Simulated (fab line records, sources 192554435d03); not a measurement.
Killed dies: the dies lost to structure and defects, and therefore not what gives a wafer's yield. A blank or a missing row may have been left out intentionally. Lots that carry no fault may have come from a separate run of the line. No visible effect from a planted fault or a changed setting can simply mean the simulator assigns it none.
Matching of chambers / flow n5Finfet / 3 sister chambers for N5_BEOL_M7_CURE_74 on uvCure-03
The step cures SiCOH lowk, time 240 s. 6 wafers are shown with their chamber, then 11 later ones without.

== WAFERS WITH THEIR CHAMBER ==
wafer=L079.3; chamber=2; wafer_temp_C_max=387.8; lampPowerPct (%)=52.39
wafer=L079.5; chamber=2; wafer_temp_C_max=388.4; lampPowerPct (%)=52.28
wafer=L086.5; chamber=1; wafer_temp_C_max=387.2; lampPowerPct (%)=52.29
wafer=L090.4; chamber=0; wafer_temp_C_max=386.6; lampPowerPct (%)=52.34
wafer=L090.6; chamber=0; wafer_temp_C_max=386.4; lampPowerPct (%)=52.27
wafer=L089.1; chamber=1; wafer_temp_C_max=388.0; lampPowerPct (%)=52.25

== WAFERS WITH NO CHAMBER GIVEN ==
wafer=L089.3; wafer_temp_C_max=387.1; lampPowerPct (%)=52.30
wafer=L089.6; wafer_temp_C_max=387.6; lampPowerPct (%)=52.34
wafer=L091.4; wafer_temp_C_max=387.0; lampPowerPct (%)=52.32
wafer=L091.5; wafer_temp_C_max=387.4; lampPowerPct (%)=52.26
wafer=L091.6; wafer_temp_C_max=388.3; lampPowerPct (%)=52.28
wafer=L092.1; wafer_temp_C_max=388.2; lampPowerPct (%)=52.24
wafer=L092.2; wafer_temp_C_max=387.0; lampPowerPct (%)=52.31
wafer=L092.4; wafer_temp_C_max=386.8; lampPowerPct (%)=52.27
wafer=L094.4; wafer_temp_C_max=387.2; lampPowerPct (%)=52.35
wafer=L094.5; wafer_temp_C_max=387.8; lampPowerPct (%)=52.24
wafer=L094.6; wafer_temp_C_max=388.7; lampPowerPct (%)=52.30

== WHICH CHAMBER EACH ONE RAN IN ==
wafer=L089.3; from the rows above=can't be placed: 1 or 0 or 2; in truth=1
wafer=L089.6; from the rows above=can't be placed: 2 or 1 or 0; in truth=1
wafer=L091.4; from the rows above=can't be placed: 0 or 1 or 2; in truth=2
wafer=L091.5; from the rows above=can't be placed: 1 or 2 or 0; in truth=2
wafer=L091.6; from the rows above=can't be placed: 2 or 1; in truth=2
wafer=L092.1; from the rows above=can't be placed: 1 or 2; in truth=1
wafer=L092.2; from the rows above=can't be placed: 0 or 1 or 2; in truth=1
wafer=L092.4; from the rows above=can't be placed: 0 or 1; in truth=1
wafer=L094.4; from the rows above=can't be placed: 1 or 0 or 2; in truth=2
wafer=L094.5; from the rows above=can't be placed: 1 or 2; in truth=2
wafer=L094.6; from the rows above=can't be placed: 2 or 1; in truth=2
Placed correctly: 0 of 11. Not placeable from these rows: 11 (in 11, the candidates include the true chamber). Number placed wrongly: 0.
How it was worked out, from the rows above alone: a wafer's distance from a chamber is the root of the sum, over the readings, of the square of ((its reading less the chamber's mean) divided by the reading's scatter). The wafer belongs to the nearest chamber; if the next one is less than 2 further off, it can't be placed. The mean given for a chamber averages the wafers shown for that chamber. The scatter: take each reading less its chamber's mean, square it, sum over the shown wafers, divide by the number of wafers less the number of chambers, and take the root.
